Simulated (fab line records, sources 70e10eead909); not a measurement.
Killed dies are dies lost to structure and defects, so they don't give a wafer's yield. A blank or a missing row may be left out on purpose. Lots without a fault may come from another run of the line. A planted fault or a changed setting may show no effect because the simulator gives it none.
A struck lot beside a sound one | flow nand_harc | 16 steps out of a route of 1302
Sound: wafers L972.2, L972.3, L972.6. Struck: wafer L987.1. (L987.4 of the same lot was not struck and is left out.) The cause comes at the end.
At each step with rows: each side's tool, then ch and its chambers, then its first start. Under that, the readings that differ: sound wafers | struck wafers | difference of the means | sigmas: that difference in standard deviations of wafers without a fault.
alike: readings whose means differ by less than 2 such deviations, and words and numbers that are the same on both sides. not compared: withheld readings, readings that some wafer has no value for, bounds like >300 that may hide the same value, and numbers for which the record gives no deviation and whose values overlap.
The two part at a step that has a row with sigmas, a row that says differs or no value, or rows on one side only. Numbers that don't overlap but have no deviation are shown without sigmas and don't part them. A reading that every wafer of one side lacks parts them only if that side has two wafers or more.

NHARC_A_ONON_D2_THK_MEAS_05: measures by ellipsometry.
  sound on film_metro-01, day 14 17:40; struck on film_metro-02, day 21 01:23
  alike: thk_nm
then, 1 step without rows for these wafers: NHARC_A_ONON_D2_DEP_06 (target thk 1000 nm).
NHARC_A_ONON_D2_THK_MEAS_08: measures by ellipsometry.
  sound on film_metro-01, day 14 18:14; struck on film_metro-02, day 21 01:58
  alike: thk_nm
then, 1 step without rows for these wafers: NHARC_A_ONON_D2_DEP_09 (target thk 1000 nm).
NHARC_A_ONON_D2_THK_MEAS_11: measures by ellipsometry.
  sound on film_metro-01, day 14 18:48; struck on film_metro-01, day 21 02:31
  alike: thk_nm
then, 1 step without rows for these wafers: NHARC_A_ONON_D2_DEP_12 (target thk 1000 nm).
NHARC_A_ONON_D2_THK_MEAS_14: measures by ellipsometry.
  sound on film_metro-02, day 14 19:22; struck on film_metro-02, day 21 03:05
  alike: thk_nm
then, 2 steps without rows for these wafers: NHARC_A_ONON_D2_ANNEAL_15 (time 3600 s); NHARC_A_ONON_D2_DEP_16 (target thk 1000 nm).
NHARC_A_ONON_D2_THK_MEAS_18: measures by ellipsometry.
  sound on film_metro-01, day 15 02:39; struck on film_metro-01, day 21 13:34
  alike: thk_nm
then, 1 step without rows for these wafers: NHARC_A_ONON_D2_DEP_19 (target thk 1000 nm).
NHARC_A_ONON_D2_THK_MEAS_21: measures by ellipsometry.
  sound on film_metro-02, day 15 03:13; struck on film_metro-01, day 21 14:08
  alike: thk_nm
NHARC_A_ONON_D2_DEP_22: target thk 1000 nm.
  sound on pecvd_onon-01 ch 0, day 15 03:20; struck on pecvd_onon-03 ch 0, day 21 14:12
NHARC_A_ONON_D2_THK_MEAS_24: measures by ellipsometry.
  sound on film_metro-01, day 15 03:47; struck on film_metro-01, day 21 14:43
  reading     | sound          | struck | difference | sigmas
  thk_nm (nm) | 1003 1004 1003 | 663    | -340       | -61
then, 1 step without rows for these wafers: NHARC_A_ONON_D2_DEP_25 (target thk 1000 nm).
-- the record jumps here: 12 days lie between the struck wafers' starts before and after (it left off in module A_ONON_D2 and takes up again in module END, whose first step shown is number 1302 of the route) --
NHARC_END_SORT_01:
  the record has rows for the struck wafers here (prober-02 ch 0, day 33 16:55) and none for the sound ones

WHERE THEY PART
First at NHARC_A_ONON_D2_THK_MEAS_24; last, within this record, at NHARC_END_SORT_01.

WHY: what the simulator had put in
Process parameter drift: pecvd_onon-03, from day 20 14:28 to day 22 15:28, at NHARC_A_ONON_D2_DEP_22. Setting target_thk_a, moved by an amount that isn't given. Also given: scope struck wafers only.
